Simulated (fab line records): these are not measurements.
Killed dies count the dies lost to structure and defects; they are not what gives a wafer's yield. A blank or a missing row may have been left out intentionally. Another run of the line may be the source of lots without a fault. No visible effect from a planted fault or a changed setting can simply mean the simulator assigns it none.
8D (eight disciplines) problem report, filled in by code ; flow nandHarc ; the parts of the form that need people (team, actions taken, sign-off) are left out

1. PROBLEM STATEMENT
A mean of 2213 is read at NHARC_P_M1_INSPECT_27 for rawDefectCount, taken on 1 wafer of 1 lot, against 325 (standard deviation 130) on wafers free of any fault. That is +15 standard deviations from the usual mean.
First observed at day 10 16:37: wafer L700.4, on defectInspect-02. The record holds 33 wafers of 11 lots with a number at this step. The rule behind "out" and "out of limits": a value lying over 4 standard deviations away from the usual mean. Any other wafer with a number is counted as sound.

2. WHAT IT IS AND WHAT IT IS NOT
question;is;is not
which readings at this step;rawDefectCount;-
which lots;L700;L680, L681, L684, L685, L687, L688, L689, L690, L692, L695
which wafers of those lots;L700.4;L700.1, L700.6
read on which gauges;defectInspect-02;defectInspect-01
when;from day 10 16:37;up to then (32 sound wafers)

3. SUSPECTS, AND WHAT RULES EACH OUT
Counting: if a tool at a process step up to the reading ran every lot that is out, it stays a suspect. Sound lots after the first of them don't rule it out here, since some wafers of a struck lot are sound.
- the gauge at NHARC_P_M1_INSPECT_27: ruled out. All the wafers that are out were read on defectInspect-02, but those of them that NHARC_END_SORT_01 has rows for are out there too, on other tools.
- rieDiel-09 at NHARC_P_M1_STRIP_18 (strips in N2/H2): kept. It processed L700, the lot that is out, at day 10 14:17, and its most recent sound lot before then was L692 at day 9 03:23.
- pvdSputter-02 at NHARC_P_M1_DEGAS_29 (time 60 s): kept. It processed L700, the lot that is out, at day 10 14:55, and its most recent sound lot before then was L689 at day 8 13:00.
- pvdSputter-02 at NHARC_P_M1_PVD_21 (deposits Cu, target thk 30 nm, time 20.49 s): kept. It processed L700, the lot that is out, at day 10 16:10, and its most recent sound lot before then was L689 at day 8 14:04. With no start given for some of its lots, NHARC_P_M1_PVD_21 uses the hours and lot order of NHARC_P_M1_CMP_23.
- cmp-04 at NHARC_P_M1_CMP_23 (polishes, t overpolish 20 s, target thk 157.82 nm): kept. It processed L700, the lot that is out, at day 10 16:10, and its most recent sound lot before then was L690 at day 8 16:59.
- At NHARC_P_M1_CMP_23 on cmp-04, chamber 2 took the sound wafers of the same lots and chamber 0 took the wafers that are out.
Left after counting: rieDiel-09 at NHARC_P_M1_STRIP_18, pvdSputter-02 at NHARC_P_M1_DEGAS_29, pvdSputter-02 at NHARC_P_M1_PVD_21, cmp-04 at NHARC_P_M1_CMP_23.

4. THE CAUSE (what the simulator had put in)
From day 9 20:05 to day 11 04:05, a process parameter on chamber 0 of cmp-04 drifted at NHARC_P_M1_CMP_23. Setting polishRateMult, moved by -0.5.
Counting left 4 suspects, and this tool is among them.

5. SEQUENCE OF EFFECTS, ordered by route
Rows list readings where the struck wafers' mean (over those with a number) sits beyond 3 standard deviations from the usual. Readings are gone through only where the record gives a usual standard deviation; hours: the median, over the lots, of the time from a lot's start at the first step in this table giving one to that lot's start at this step; sigmas: the change measured in usual standard deviations.
hours;step;reading;usual;on struck wafers;change;sigmas
0;NHARC_P_M1_CMP_23;timeToEndpointS;29.3 s;37.5;+8.2;+3.2
0;NHARC_P_M1_INSPECT_27;rawDefectCount;325;2213;+1888;+15
322;NHARC_END_SORT_01;defectLimitedYield;95.6 %;0.0;-95.6;-68
322;NHARC_END_SORT_01;killedAtPeriphery;3.9;643.0;+639.1;+99 or more
322;NHARC_END_SORT_01;killedDies;30;677;+647;+67
322;NHARC_END_SORT_01;sort_bin_3_pct;0.24 %;94.83;+94.59;+99 or more
322;NHARC_END_SORT_01;sortNPass;647;0;-647;-67
322;NHARC_END_SORT_01;sortRimYieldPct;94 %;0;-94;-28
322;NHARC_END_SORT_01;sortYieldPct;95.6 %;0.0;-95.6;-68
Process steps it contains:
- NHARC_P_M1_CMP_23: polishes, t overpolish 20 s, target thk 157.82 nm.

6. WHAT WOULD HAVE CAUGHT IT SOONER
In this record the first reading out of limits at a measuring or inspecting step was taken at day 10 16:37, 21 hours after the fault began at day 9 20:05.
Of the tool readings at NHARC_P_M1_CMP_23 for which the record gives a usual standard deviation, none was out on any struck wafer, so an alarm limit of 4 standard deviations on them would not have fired.
Each of the lots that are out, 1 in all, had begun NHARC_P_M1_CMP_23 on cmp-04 no later than day 10 16:37. Holding the tool at that point would not have protected any of them.
